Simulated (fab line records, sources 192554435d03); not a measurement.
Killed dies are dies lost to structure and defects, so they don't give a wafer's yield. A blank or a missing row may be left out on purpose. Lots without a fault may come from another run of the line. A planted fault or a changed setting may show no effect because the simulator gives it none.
Chamber matching | flow n5_finfet | N5_BEOL_M4_ILD_DEP_00 on pecvd-04: 3 sister chambers
The step deposits SiOC from DEMS/O2, target thk 79 nm, time 15.3 s. 6 wafers are shown with their chamber, then 10 later ones without.

WAFERS WITH THEIR CHAMBER
wafer  | chamber | showerhead_vpp_V (V) | showerhead_plenum_p_Torr (Torr)
L086.3 | 0       | 1464                 | 5.627
L088.3 | 0       | 1484                 | 5.640
L089.4 | 1       | 1377                 | 5.692
L089.6 | 2       | 1333                 | 5.692
L091.1 | 2       | 1338                 | 5.698
L091.4 | 1       | 1347                 | 5.698

WAFERS WITHOUT THEIR CHAMBER
wafer  | showerhead_vpp_V (V) | showerhead_plenum_p_Torr (Torr)
L091.5 | 1467                 | 5.657
L092.1 | 1481                 | 5.649
L092.4 | 1375                 | 5.684
L092.5 | 1454                 | 5.647
L093.1 | 1331                 | 5.685
L093.4 | 1325                 | 5.686
L093.6 | 1357                 | 5.707
L094.1 | 1460                 | 5.654
L094.5 | 1479                 | 5.652
L094.6 | 1371                 | 5.697

WHICH CHAMBER EACH WENT THROUGH
wafer  | from the rows above     | in truth
L091.5 | 0                       | 0
L092.1 | 0                       | 0
L092.4 | can't be placed: 1 or 2 | 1
L092.5 | 0                       | 0
L093.1 | can't be placed: 2 or 1 | 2
L093.4 | can't be placed: 2 or 1 | 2
L093.6 | can't be placed: 1 or 2 | 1
L094.1 | 0                       | 0
L094.5 | 0                       | 0
L094.6 | can't be placed: 1 or 2 | 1
Placed correctly: 5 of 10. Can't be placed from these rows: 5 (the true chamber is among the candidates in 5). Placed wrongly: 0.
How it was worked out, from the rows above alone: a wafer's distance from a chamber is the root of the sum, over the readings, of the square of ((its reading less the chamber's mean) divided by the reading's scatter). The wafer belongs to the nearest chamber; if the next one is less than 2 further off, it can't be placed. A chamber's mean is the mean of its shown wafers. The scatter: the root of (the sum of the squares of (reading less its chamber's mean) over the shown wafers, divided by (wafers less chambers)).
